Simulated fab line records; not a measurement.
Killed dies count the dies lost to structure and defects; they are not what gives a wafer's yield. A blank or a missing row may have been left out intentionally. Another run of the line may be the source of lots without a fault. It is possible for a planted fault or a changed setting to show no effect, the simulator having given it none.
A lot that was struck, set against a sound lot | flow n5-finfet | 36 out of 1938 route steps
Sound: the wafers L642.3, L642.5, L642.6. Struck: wafer L639.4 (L639.1, L639.2, from the same lot, were not struck and are left out); the cause is given at the end.
Each step with rows lists, per side, the tool, then ch with its chambers, then its first start. Under that, the readings that differ: sound wafers | struck wafers | difference of the means | sigmas: that difference in standard deviations of wafers without a fault.
alike: readings whose means differ by less than 2 such deviations, and words and numbers that are the same on both sides. not compared: withheld readings, readings that some wafer has no value for, bounds like >300 that may hide the same value, and numbers for which the record gives no deviation and whose values overlap.
Wherever a step has rows on one side only, a row that says differs or no value, or a row with sigmas, the two part there. Numbers that don't overlap but have no deviation are shown without sigmas and don't part them. Lack of a reading on every wafer of one side parts them only where that side has two or more wafers.

first, 9 steps without rows for these wafers: N5_BEOL_M4_ANNEAL_95 (time 240 s); N5_BEOL_M4_SPUTTER_96 (material Cu, target thk 4.5 nm, time 8.29 s); N5_BEOL_M4_ECD_50 (material Cu, target thk 300 nm); N5_BEOL_M4_ANNEAL_51 (time 90 s); N5_BEOL_M4_CMP_52 (polishes, stops on SiOC, t overpolish 6.8 s, target thk 40 nm); N5_BEOL_M4_PRE_CLEAN_60 (time 15 s); N5_BEOL_M4_CO_CAP_55 (material Co, precursor CCTBA/H2, target thk 2 nm, time 102.1 s); N5_BEOL_M4_PRE_CLEAN_56 (time 15 s); N5_BEOL_M4_DEP_57 (deposits SiCN from 3MS/NH3, target thk 8 nm, time 14 s).
N5_BEOL_M4_RC_MEAS_101:
  sound on prober-02 ch 0, day 12 09:44; struck on prober-01 ch 0, day 11 16:22
  alike: DIBL_N, DIBL_P, IOFF_N, IOFF_P, ION_N, ION_P, SS_N, SS_P, VT_N, VT_P
then, 24 steps without rows for these wafers: N5_BEOL_M5_ILD_DEP_00 (deposits SiCOH lowk from DEMS/porogen, target thk 140.64 nm, time 25.9 s); N5_BEOL_M5_CURE_79 (cures SiCOH lowk, time 240 s); N5_BEOL_M5_PECVD_70 (deposits SiO2 from TEOS/O2, target thk 16 nm, time 18 s); N5_BEOL_M5_HM_DEP_02 (deposits TiN, target thk 20 nm); N5_BEOL_M5_COAT_59 (time 60 s, resist thk 60 nm); N5_BEOL_M5_COAT_60 (time 60 s, resist thk 12 nm); N5_BEOL_M5_COAT_71 (time 60 s, resist thk 5 nm); N5_BEOL_M5_COAT_05 (resist thk 30 nm); N5_BEOL_M5_EBR_07; N5_BEOL_M5_SOFTBAKE_06 (time 60 s); N5_BEOL_M5_EXPOSE_08 (exposes mask M5, target cd 28 nm); N5_BEOL_M5_PEB_09 (peb time 60 s); N5_BEOL_M5_DEVELOP_10 (develop time 30 s); N5_BEOL_M5_DESCUM_16 (chemistry O2, time 7 s); N5_BEOL_M5_ETCH_72 (etches underlayer in N2/H2, target depth 6.5 nm, time 5.2 s); N5_BEOL_M5_ETCH_61 (etches SiARC in CF4, target depth 15.6 nm, time 26 s); N5_BEOL_M5_ETCH_62 (etches SOC in N2/H2, target depth 75 nm, overetch 15 nm, time 112.5 s); N5_BEOL_M5_STRIP_63 (strips in N2/H2); N5_BEOL_M5_STRIP_73 (strips in N2/H2); N5_BEOL_M5_STRIP_64 (strips in CF4); N5_BEOL_M5_HM_OPEN_17 (chemistry Cl2/BCl3, target TiN, target depth 20 nm, overetch 6 nm); N5_BEOL_M5_STRIP_19 (strips in O2); N5_BEOL_M5_COAT_65 (time 60 s, resist thk 60 nm); N5_BEOL_M5_COAT_66 (time 60 s, resist thk 12 nm).
-- record jumps: 4 days separate the struck wafers' starts on either side; left off in module BEOL_M5, taken up again in module PASSIVATION, whose first shown step is the route's number 1936 --
N5_PASSIVATION_ETCH_15: etches SiCN in CF4/N2, target depth 75 nm, time 81.2 s.
  sound on rie-diel-03 ch 2,3, day 16 12:14; struck on rie-diel-05 ch 3, day 16 00:52
  reading                  | sound             | struck | difference | sigmas
  oes-product-au (a.u.)    | 0.87 0.88 0.88    | 0.57   | -0.31      | -3
  model.etch.depth-nm (nm) | 65.12 66.41 65.08 | 46.59  | -18.95     |
  alike: chamber-pressure-mTorr, drypump-motor-current-A, rf-vpp-V, showerhead-plenum-p-Torr, throttle-valve-pct
  not compared: rf-hours-counter-h
N5_PASSIVATION_PROBE_49:
  record: rows for the struck wafers here (prober-01, day 16 07:15), none for the sound ones

== WHERE THEY PART ==
Earliest at N5_PASSIVATION_ETCH_15; latest, in this record, at N5_PASSIVATION_PROBE_49.

WHY: whatever the simulator had introduced
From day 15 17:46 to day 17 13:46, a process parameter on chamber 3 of rie-diel-05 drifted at N5_PASSIVATION_ETCH_15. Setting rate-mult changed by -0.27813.
